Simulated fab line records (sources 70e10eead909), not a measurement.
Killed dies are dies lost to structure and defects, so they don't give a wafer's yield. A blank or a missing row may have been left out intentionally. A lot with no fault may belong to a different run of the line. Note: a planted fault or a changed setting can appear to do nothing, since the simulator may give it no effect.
Chamber matching	flow nandHarc	NHARC_A_STAIRCASE_TRIM_196 on rieDiel-08: 4 sister chambers
The step chemistry O2, time 211.2 s. 16 wafers are shown with their chamber, then 8 later ones without.

== WAFERS, EACH WITH ITS CHAMBER ==
wafer	chamber	drypumpMotorCurrentA (A)	showerheadPlenumPTorr (Torr)	oesProductAu (a.u.)
L076.1	1	5.5	3.56	1.008
L076.4	0	6.0	3.81	1.008
L076.5	3	5.1	3.62	0.997
L077.2	2	6.3	3.55	1.033
L077.4	3	5.1	3.61	0.996
L077.5	1	5.5	3.56	1.022
L081.1	1	5.5	3.55	1.009
L081.4	3	5.1	3.61	0.998
L081.5	0	6.1	3.80	1.006
L082.3	0	6.0	3.80	1.017
L082.4	2	6.3	3.54	1.010
L082.5	2	6.3	3.54	1.017
L085.2	2	6.4	3.53	1.012
L085.3	1	5.5	3.54	0.986
L085.6	2	6.4	3.53	1.012
L091.2	0	6.1	3.78	1.021

SIGNATURES (means of the wafers above)
reading	chamber 0	chamber 1	chamber 2	chamber 3	scatter within a chamber
drypumpMotorCurrentA	6.050	5.500	6.340	5.100	0.0428
showerheadPlenumPTorr	3.7975	3.5525	3.5380	3.6133	0.00956
oesProductAu	1.01300	1.00625	1.01680	0.99700	0.00991
Rule: a wafer lies at a distance from a chamber equal to the root of the sum of squares, over the readings, of (its reading less the chamber's mean, divided by the reading's scatter). If the next closest chamber is less than 2 further off than the closest, the wafer can't be placed; otherwise it belongs to the closest. The scatter is the square root of a quotient: the sum, over the shown wafers, of each reading's squared deviation from its chamber's mean, divided by wafers minus chambers.

== WAFERS MISSING THEIR CHAMBER ==
wafer	drypumpMotorCurrentA (A)	showerheadPlenumPTorr (Torr)	oesProductAu (a.u.)
L091.3	5.1	3.59	0.989
L091.4	6.3	3.52	1.015
L090.2	6.1	3.78	1.017
L090.4	6.3	3.52	1.008
L090.5	5.1	3.59	0.987
L096.1	5.5	3.52	0.982
L096.4	5.1	3.58	1.005
L096.6	6.3	3.51	1.009

== CHAMBER TAKEN BY EACH ==
wafer	from the rows above	in truth
L091.3	3	3
L091.4	2	2
L090.2	0	0
L090.4	2	2
L090.5	3	3
L096.1	1	1
L096.4	3	3
L096.6	2	2
8 of 8 placed correctly. From these rows, 0 cannot be placed. Number placed wrongly: 0.
